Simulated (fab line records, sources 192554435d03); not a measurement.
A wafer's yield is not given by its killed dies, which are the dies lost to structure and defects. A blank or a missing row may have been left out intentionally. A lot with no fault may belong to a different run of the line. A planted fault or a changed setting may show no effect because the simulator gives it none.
Split-lot experiment    flow n5 finfet    7 lots, 21 wafers read, on a route of 1938 steps

## THE SPLIT ITSELF
At N5_DUMMY_GATE_CVD_03 (deposits a-Si from SiH4, target thk 150 nm, time 8042 s), the setting temp c was moved away from the recipe's 530 C on 12 of the 21 wafers read, by -3.8% to +2.2%. For the rest of the wafers, this setting stayed at what the recipe calls for.

The reading comes from the split's own step.

## THE READING
a-Si_of_DUMMY_GATE_CVD_03.thk nm (the simulator's own value, which no gauge read), in nm, at N5_DUMMY_GATE_CVD_03 (deposits a-Si from SiH4, target thk 150 nm, time 8042 s). The file does not state a usual value for it. The 9 wafers here that ran the recipe average 151.0 nm, standard deviation 1.1 nm.

wafer   tool, chamber at the split  temp c as run, C  against the recipe  a-Si_of_DUMMY_GATE_CVD_03.thk nm, nm  against lot-mates on the recipe
L076.1  -, -                        530               recipe              149.4                                 -
L076.5  -, -                        530               recipe              149.6                                 -
L076.6  -, -                        530               recipe              149.8                                 -
L080.4  -, -                        536.8             +1.3%               180.4                                 no lot-mate on the recipe
L080.5  -, -                        536.8             +1.3%               180.4                                 no lot-mate on the recipe
L080.6  -, -                        536.8             +1.3%               182.2                                 no lot-mate on the recipe
L082.3  -, -                        522.2             -1.5%               121.6                                 no lot-mate on the recipe
L082.4  -, -                        522.2             -1.5%               119.4                                 no lot-mate on the recipe
L082.6  -, -                        522.2             -1.5%               121.4                                 no lot-mate on the recipe
L083.3  -, -                        541.6             +2.2%               206.8                                 no lot-mate on the recipe
L083.4  -, -                        541.6             +2.2%               205.4                                 no lot-mate on the recipe
L083.5  -, -                        541.6             +2.2%               205.6                                 no lot-mate on the recipe
L084.1  -, -                        509.8             -3.8%               82.8                                  no lot-mate on the recipe
L084.3  -, -                        509.8             -3.8%               83.8                                  no lot-mate on the recipe
L084.6  -, -                        509.8             -3.8%               84.2                                  no lot-mate on the recipe
L085.1  lpcvd-02, 0/90              530               recipe              151                                   -
L085.3  lpcvd-02, 0/100             530               recipe              152.4                                 -
L085.6  lpcvd-02, 0/114             530               recipe              152                                   -
L096.3  -, -                        530               recipe              152                                   -
L096.5  -, -                        530               recipe              151.4                                 -
L096.6  -, -                        530               recipe              151.2                                 -

THE FIT
A straight line over all 21 wafers: a-Si_of_DUMMY_GATE_CVD_03.thk nm changes by +20.2 nm for each +1% of temp c; r = +0.99; the points scatter about the line by 4.8 nm.
Too few moved wafers have a lot-mate on the recipe to fit a line with each lot's own level taken away.

## FILE'S OWN FIT
a-Si_of_DUMMY_GATE_CVD_03.thk nm changes by +20.2 nm for each +1% of temp c, r = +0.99.
